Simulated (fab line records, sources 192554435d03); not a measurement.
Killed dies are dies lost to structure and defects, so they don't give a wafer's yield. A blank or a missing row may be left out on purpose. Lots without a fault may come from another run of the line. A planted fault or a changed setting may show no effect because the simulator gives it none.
fab line records | flow n5_finfet
record lots=9 wafers=27 last_day=19
route steps=1938 shown BEOL_M1@753 BEOL_M4@1111
lots that met no fault: from a run of the same line without faults
start_h: hours from the record's first day to the start of the lot's first wafer shown | wait_h: hours since the lot's step before | " the same as in the row above | L1.1+2: a row that stands for several wafers | - no value, or no start given | * or withheld: withheld | < > ~ a bound
route shown NAME@n: a module of which the file shows steps, and the number in the route of the first | usual: mean/standard deviation of fault-free wafers | same: alike in all rows | chamber/n: place in a boat | sites: the reading at each site | _std_site: their standard deviation | _edge_site: outer sites' mean less inner sites' | radius_mm: how far each site lies from the wafer's centre | mask NAME#n: copy n | behind: the tool/chamber that last shaped the wafer | hold: why the lot was held/for how many hours/how that ended | device: the transistor (n, p or np) that didn't switch | end of line: the same wafers' tests at the end of the route | a step without rows: its recipe alone | killed: dies lost to structure and defects at the first sort, not the wafer's yield | map: a wafer's dies, x killed, . not, _ none there
set.NAME: the setting as run; set.NAME@STEP: as run at that earlier step | model.NAME: the simulator's own value behind a step, which no gauge read
steps of the route over a sample of lots; a table a step, a row a wafer
services: from which hour (start_h, from the record's first day; less than 0 if before it) a tool's chamber was out of use, for how many hours, and why
## steps
# step N5_BEOL_M1_PECVD_72
# recipe material=SiO2 target_thk_a=160 temp_c=400 precursor=TEOS/O2 pressure_torr=5.5 rf_w=450 teos_flow_sccm=53.8 gas=O2 flow_sccm=3000 time_s=18
# usual heater_power_w=756/120 showerhead_plenum_p_Torr=8.81/0.062 susceptor_temp_C=400.01/0.21 throttle_valve_pct=22.9/0.88
# columns lot.wafer tool chamber start_h wait_h heater_power_w showerhead_plenum_p_Torr susceptor_temp_C throttle_valve_pct
L321.1 pecvd-01 1 131.91 0.0 620 8.78 400.11 24.6
L321.2 " 0 " " 879 8.87 399.94 23.0
L321.5 " 1 " " 599 8.76 400.01 24.4
L322.2 pecvd-02 2 146.30 0.0 700 8.80 399.74 23.0
L322.4 " 2 " " 689 8.81 399.87 22.7
L322.6 " 1 " " 862 8.82 400.11 21.6
L323.2 pecvd-01 1 147.29 0.0 563 8.78 399.62 24.8
L323.3 " 0 " " 883 8.86 400.07 23.3
L323.5 " 2 " " 1031 8.91 399.82 23.3
L329.2 pecvd-01 2 177.53 0.0 888 8.93 399.92 23.2
L329.4 " 2 " " 880 8.93 399.98 23.2
L329.6 " 2 " " 897 8.95 399.84 23.0
L331.1 pecvd-01 2 195.36 0.0 1016 8.91 400.12 23.2
L331.3 " 1 " " 666 8.78 400.13 24.6
L331.4 " 1 " " 666 8.77 400.26 24.4
L332.1 pecvd-03 1 200.47 0.0 752 8.74 400.12 23.1
L332.2 " 0 " " 742 8.85 399.70 23.2
L332.5 " 1 " " 733 8.73 399.79 23.4
L339.2 pecvd-03 1 239.22 0.0 791 8.74 399.87 22.9
L339.5 " 2 " " 758 8.74 400.00 21.9
L339.6 " 1 " " 786 8.75 400.19 23.0
L340.2 pecvd-03 1 249.74 0.0 734 8.75 400.25 23.3
L340.5 " 0 " " 700 8.84 400.23 22.9
L340.6 " 1 " " 733 8.73 400.35 22.9
L341.1 pecvd-02 0 258.80 0.0 631 8.77 400.05 22.4
L341.3 " 1 " " 886 8.77 399.77 21.7
L341.4 " 1 " " 864 8.82 400.06 21.7
# step N5_BEOL_M1_OVL_MEAS_12
# recipe points_per_wafer=522
# usual M1_OVL=-0.1/0.66
# columns lot.wafer tool chamber start_h wait_h M1_OVL[nm]
L321.1 overlay-01 0 133.93 0.0 -0.1
L321.2 " 0 " " 0.4
L321.5 " 0 " " 0.1
L322.2 overlay-01 0 149.18 0.0 0.4
L322.4 " 0 " " -0.2
L322.6 " 0 " " -0.5
L323.2 overlay-01 0 149.46 0.0 0.8
L323.3 " 0 " " 0.5
L323.5 " 0 " " 0.2
L329.2 overlay-02 0 178.92 0.0 -0.1
L329.4 " 0 " " 0.3
L329.6 " 0 " " 0.0
L331.1 overlay-02 0 198.08 0.0 2.0
L331.3 " 0 " " 1.3
L331.4 " 0 " " 0.8
L332.1 overlay-02 0 200.95 0.0 -0.7
L332.2 " 0 " " -0.5
L332.5 " 0 " " -0.3
L339.2 overlay-02 0 241.12 0.0 -1.1
L339.5 " 0 " " 0.2
L339.6 " 0 " " 0.4
L340.2 overlay-02 0 250.66 0.0 -1.5
L340.5 " 0 " " -0.1
L340.6 " 0 " " -0.7
L341.1 overlay-02 0 260.10 0.0 0.4
L341.3 " 0 " " -0.2
L341.4 " 0 " " 0.2
# step N5_BEOL_M1_COAT_76
# recipe resist=underlayer temp_c=205 time_s=60 spin_rpm=1500 resist_thk_nm=5
# usual heater_power_total_W=391.8/1.4 run_length_s=66.24/0.12
# columns lot.wafer tool chamber start_h wait_h heater_power_total_W run_length_s
L321.1 litho_track-04 0 134.93 - 392.8 66.17
L321.2 " 0 " " 389.7 66.44
L321.5 " 0 " " 391.9 66.25
L322.2 litho_track-02 0 149.81 - 391.3 66.17
L322.4 " 0 " " 389.6 66.09
L322.6 " 0 " " 393.5 66.12
L323.2 litho_track-05 0 150.04 - 391.7 66.18
L323.3 " 0 " " 392.6 66.20
L323.5 " 0 " " 389.4 66.25
L329.2 litho_track-04 0 179.52 - 393.8 66.26
L329.4 " 0 " " 390.3 66.20
L329.6 " 0 " " 392.3 66.47
L331.1 litho_track-04 0 198.90 - 439.1 55.52
L331.3 " 0 " " 393.1 66.33
L331.4 " 0 " " 440.6 55.68
L332.1 litho_track-04 0 201.54 - 441.4 55.70
L332.2 " 0 " " 392.3 66.49
L332.5 " 0 " " 392.5 66.47
L339.2 litho_track-02 0 241.68 - 392.2 66.22
L339.5 " 0 " " 392.9 66.16
L339.6 " 0 " " 389.7 66.09
L340.2 litho_track-02 0 251.80 - 393.4 66.29
L340.5 " 0 " " 391.0 66.23
L340.6 " 0 " " 391.0 66.11
L341.1 litho_track-05 0 260.73 - 392.8 66.38
L341.3 " 0 " " 390.4 66.20
L341.4 " 0 " " 390.2 66.45
# step N5_BEOL_M1_DESCUM_33
# recipe chemistry=O2 time_s=7 source_power_w=50 bias_power_w=20 pressure_mtorr=20 rf_frequency_hz=2.712e+07 temp_c=40 resist=CAR-EUV o2_flow_sccm=225
# usual bias_power_w=20.01/0.059 drypump_motor_current_A=5.7/0.62 oes_product_au=0.82/0.09 rf_vpp_V=243.2/1.3 showerhead_plenum_p_Torr=2.10/0.067 throttle_valve_pct=20.39/0.2
# columns lot.wafer tool chamber start_h wait_h bias_power_w drypump_motor_current_A oes_product_au rf_hours_counter_h rf_vpp_V showerhead_plenum_p_Torr throttle_valve_pct
L321.1 rie_diel-01 0 135.33 0.0 20.05 5.4 0.86 54 242.9 2.13 20.23
L321.2 " 1 " " 19.95 6.7 0.83 62 242.7 2.13 20.33
L321.5 " 1 " " 19.98 6.8 0.84 - 244.8 2.13 20.33
L322.2 rie_diel-04 0 150.33 0.0 20.00 5.3 0.97 7 245.2 2.24 20.21
L322.4 " 1 " " 19.92 5.9 0.78 137 244.5 2.18 20.45
L322.6 " 1 " " 20.00 5.9 0.77 - 244.8 2.18 20.47
L323.2 rie_diel-04 3 150.48 0.1 20.07 5.8 0.92 22 243.4 2.14 20.29
L323.3 " 0 " " 20.00 5.3 0.97 7 246.5 2.24 20.21
L323.5 " 0 " " 19.89 5.4 0.97 - 243.9 2.24 20.21
L329.2 rie_diel-06 2 180.21 0.3 19.87 6.6 0.95 8 242.4 2.13 20.37
L329.4 " 0 " " 20.00 6.2 0.92 24 242.8 2.14 20.17
L329.6 " 3 " " 19.88 5.1 0.72 - 241.5 1.99 20.79
L331.1 rie_diel-04 2 199.68 0.3 20.05 6.2 0.75 139 242.6 2.03 20.64
L331.3 " 3 " " 19.97 5.9 0.88 37 244.4 2.14 20.29
L331.4 " 1 " " 19.90 5.9 0.76 153 244.6 2.18 20.50
L332.1 rie_diel-06 3 201.94 0.0 20.06 5.1 0.72 208 242.2 1.99 20.79
L332.2 " 1 " " 20.04 4.9 0.73 207 241.5 2.08 20.53
L332.5 " 1 " " 20.03 4.9 0.73 - 242.1 2.08 20.53
L339.2 rie_diel-06 3 242.47 0.2 20.10 5.1 0.70 221 242.0 1.98 20.82
L339.5 " 3 " " 20.07 5.1 0.70 - 241.0 1.98 20.79
L339.6 " 0 " " 19.98 6.3 0.88 - 244.0 2.13 20.21
L340.2 rie_diel-04 1 252.23 0.0 19.97 5.9 0.75 166 244.3 2.17 20.51
L340.5 " 2 " " 20.01 6.2 0.75 - 243.2 2.02 20.67
L340.6 " 3 " " 20.08 5.8 0.87 - 244.8 2.13 20.31
L341.1 rie_diel-01 3 261.15 0.1 19.91 5.3 0.87 29 242.8 2.05 20.09
L341.3 " 0 " " 20.03 5.4 0.81 95 244.2 2.11 20.29
L341.4 " 2 " " 20.04 4.9 0.74 167 241.5 2.00 20.44
# step N5_BEOL_M4_RC_MEAS_101
# usual DIBL_N=36.4/1.4 DIBL_P=36.4/1.5 IOFF_N=0.156/0.022 IOFF_P=0.210/0.023 ION_N=675/9.1 ION_P=463/5.7 SS_N=71.6/0.45 SS_P=73.3/0.56 VT_N=250/3.1 VT_P=-250.3/2.3
# columns lot.wafer tool chamber start_h wait_h DIBL_N[mV/V] DIBL_P[mV/V] IOFF_N[nA/um] IOFF_P[nA/um] ION_N[uA/um] ION_P[uA/um] SS_N[mV/dec] SS_P[mV/dec] VT_N[mV] VT_P[mV]
L322.2 prober-01 0 204.34 0.2 36.2 35.6 0.170 0.205 681 461 72.0 73.3 244 -249.8
L322.4 " 0 " " 36.3 34.6 0.162 0.180 673 455 71.7 73.7 249 -252.2
L322.6 " 0 " " 35.1 34.0 0.144 0.169 677 454 71.5 73.6 250 -253.3
L323.2 prober-01 0 221.91 0.2 34.3 35.6 0.126 0.196 674 469 70.8 72.6 250 -251.6
L323.3 " 0 " " 34.1 34.4 0.120 0.192 677 472 71.4 72.4 254 -249.2
L323.5 " 0 " " 35.5 36.1 0.141 0.218 673 472 71.5 73.1 248 -245.6
L321.1 prober-02 0 222.00 0.0 34.5 34.8 0.139 0.180 663 453 71.0 72.3 252 -248.9
L321.2 " 0 " " 35.7 36.9 0.163 0.217 672 459 71.0 73.5 248 -248.0
L321.5 " 0 " " 35.5 37.1 0.166 0.213 678 462 71.6 73.3 248 -248.4
L329.2 prober-02 0 257.10 0.2 37.6 37.8 0.163 0.190 677 453 72.0 73.5 249 -252.8
L329.4 " 0 " " 38.0 38.8 0.179 0.210 678 461 72.1 73.9 250 -250.8
L329.6 " 0 " " 37.2 37.7 0.159 0.185 670 452 71.9 73.5 249 -255.0
L331.1 prober-01 0 257.31 0.0 35.0 35.1 0.130 0.182 666 459 71.2 72.8 252 -256.3
L331.3 " 0 " " 36.0 36.3 0.140 0.199 671 462 71.7 74.3 253 -251.6
L331.4 " 0 " " 35.3 35.5 0.128 0.185 659 457 71.4 74.0 255 -253.3
L332.1 prober-01 0 275.01 0.0 39.9 36.8 0.185 0.245 683 464 70.8 73.8 248 -249.2
L332.2 " 0 " " 36.8 32.7 0.114 0.179 657 461 70.9 72.2 254 -251.9
L332.5 " 0 " " 38.7 35.2 0.155 0.214 676 465 71.2 73.6 250 -249.4
L339.2 prober-02 0 315.48 0.2 35.8 35.7 0.152 0.211 673 468 71.3 73.6 252 -248.7
L339.5 " 0 " " 34.8 34.3 0.131 0.188 672 465 71.2 73.3 251 -250.2
L339.6 " 0 " " 35.5 35.9 0.142 0.224 673 467 71.6 73.2 252 -248.7
L340.2 prober-01 0 317.64 0.2 37.2 37.8 0.178 0.224 680 465 71.8 73.4 246 -249.6
L340.5 " 0 " " 38.5 37.8 0.199 0.230 683 464 72.1 73.7 247 -250.2
L340.6 " 0 " " 36.9 36.5 0.160 0.202 681 466 71.9 73.5 248 -252.1
L341.1 prober-02 0 327.70 0.0 37.2 38.6 0.187 0.259 685 477 72.3 73.5 246 -249.3
L341.3 " 0 " " 36.8 37.0 0.166 0.228 671 465 72.1 74.1 248 -249.0
L341.4 " 0 " " 35.9 35.9 0.152 0.212 675 467 71.6 73.8 249 -250.1
## services
# columns tool chamber start_h hours kind
rie_diel-04 0 109.09 - clean
rie_diel-04 0 109.09 - consumable_replace:focus_ring
rie_diel-04 0 109.09 - consumable_replace:showerhead
rie_diel-04 0 109.09 20.5 scheduled_down
rie_diel-04 0 109.09 20.5 vent_cycle
rie_diel-06 2 114.51 5.9 repair
rie_diel-06 - 116.53 12.6 repair
litho_track-04 - 116.82 - consumable_replace:filter
rie_diel-06 2 130.34 - clean
pecvd-02 - 149.75 5.7 repair
pecvd-03 - 154.73 0.5 repair
pecvd-01 0 174.52 5.0 scheduled_down
pecvd-01 1 179.52 2.1 scheduled_down
pecvd-03 2 179.72 4.0 repair
rie_diel-06 1 183.64 4.6 repair
rie_diel-01 0 196.72 1.8 repair
rie_diel-01 1 196.83 5.2 repair
rie_diel-06 - 213.84 2.8 pm
pecvd-03 - 214.46 1.7 repair
pecvd-03 - 225.74 3.7 repair
pecvd-01 0 227.89 4.0 repair
rie_diel-04 - 228.29 14.6 pm
rie_diel-01 2 247.70 9.1 repair
rie_diel-04 2 255.92 2.1 repair
## key
first_sign step=N5_BEOL_M1_COAT_76 reading=run_length_s direction=down sigmas=90 usual=* struck=*
effect step=N5_BEOL_M1_COAT_76 reading=heater_power_total_W direction=up sigmas=36 usual=* struck=*
met_at N5_BEOL_M1_COAT_76
struck_lots L331,L332
struck_wafers L331.1,L331.4,L332.1
not_acting_at N5_BEOL_M1_PECVD_72,N5_BEOL_M1_OVL_MEAS_12,N5_BEOL_M1_DESCUM_33
onset_between 179.52 198.90
fault kind=process_parameter_drift tool=litho_track-04 chamber=- onset_h=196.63 steps=N5_BEOL_M1_COAT_76 channel=time_s offset=* shape=step end_h=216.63 scope=struck_wafers_only acts_in=* stated=*
